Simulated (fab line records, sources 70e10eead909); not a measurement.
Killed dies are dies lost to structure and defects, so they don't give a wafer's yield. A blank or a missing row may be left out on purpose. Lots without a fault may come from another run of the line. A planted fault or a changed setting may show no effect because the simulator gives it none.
Chamber matching | flow nand_harc | NHARC_A_CHANNEL_FILL_D1_ALD_14 on ald_hk-03: 4 sister chambers
The step deposits SiO2, target thk 2.5 nm, pulse time 10 s, ald cycles 25. 14 wafers are shown with their chamber, then 7 later ones without.

WAFERS WITH THEIR CHAMBER
wafer  | chamber | heater_power_w (W) | precursor_pulse_height_rel
L714.1 | 3       | 456                | 1.000
L714.3 | 1       | 537                | 0.977
L714.6 | 1       | 537                | 0.984
L717.3 | 1       | 534                | 0.998
L717.5 | 1       | 544                | 1.022
L717.6 | 0       | 418                | 0.966
L720.4 | 0       | 416                | 1.003
L720.5 | 0       | 414                | 1.018
L720.6 | 1       | 522                | 1.005
L724.1 | 1       | 529                | 1.000
L724.3 | 0       | 407                | 0.989
L724.5 | 3       | 449                | 0.997
L723.2 | 2       | 463                | 0.986
L723.3 | 3       | 450                | 1.026

SIGNATURES (means of the wafers above)
reading                    | chamber 0 | chamber 1 | chamber 2 | chamber 3 | scatter within a chamber
heater_power_w             | 413.75    | 533.83    | 463.00    | 451.67    | 6.2
precursor_pulse_height_rel | 0.99400   | 0.99767   | 0.98600   | 1.00767   | 0.018
Rule: a wafer's distance from a chamber is the root of the sum, over the readings, of the square of ((its reading less the chamber's mean) divided by the reading's scatter). The wafer belongs to the nearest chamber; if the next one is less than 2 further off, it can't be placed. The scatter: the root of (the sum of the squares of (reading less its chamber's mean) over the shown wafers, divided by (wafers less chambers)).

WAFERS WITHOUT THEIR CHAMBER
wafer  | heater_power_w (W) | precursor_pulse_height_rel
L723.4 | 427                | 1.019
L735.1 | 453                | 0.989
L735.3 | 409                | 1.031
L735.4 | 452                | 1.010
L734.2 | 424                | 0.982
L734.3 | 529                | 1.017
L734.4 | 470                | 1.028

WHICH CHAMBER EACH WENT THROUGH
wafer  | from the rows above     | in truth
L723.4 | can't be placed: 0 or 3 | 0
L735.1 | can't be placed: 3 or 2 | 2
L735.3 | 0                       | 0
L735.4 | 3                       | 3
L734.2 | 0                       | 0
L734.3 | 1                       | 1
L734.4 | can't be placed: 2 or 3 | 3
Placed correctly: 4 of 7. Can't be placed from these rows: 3 (the true chamber is among the candidates in 3). Placed wrongly: 0.
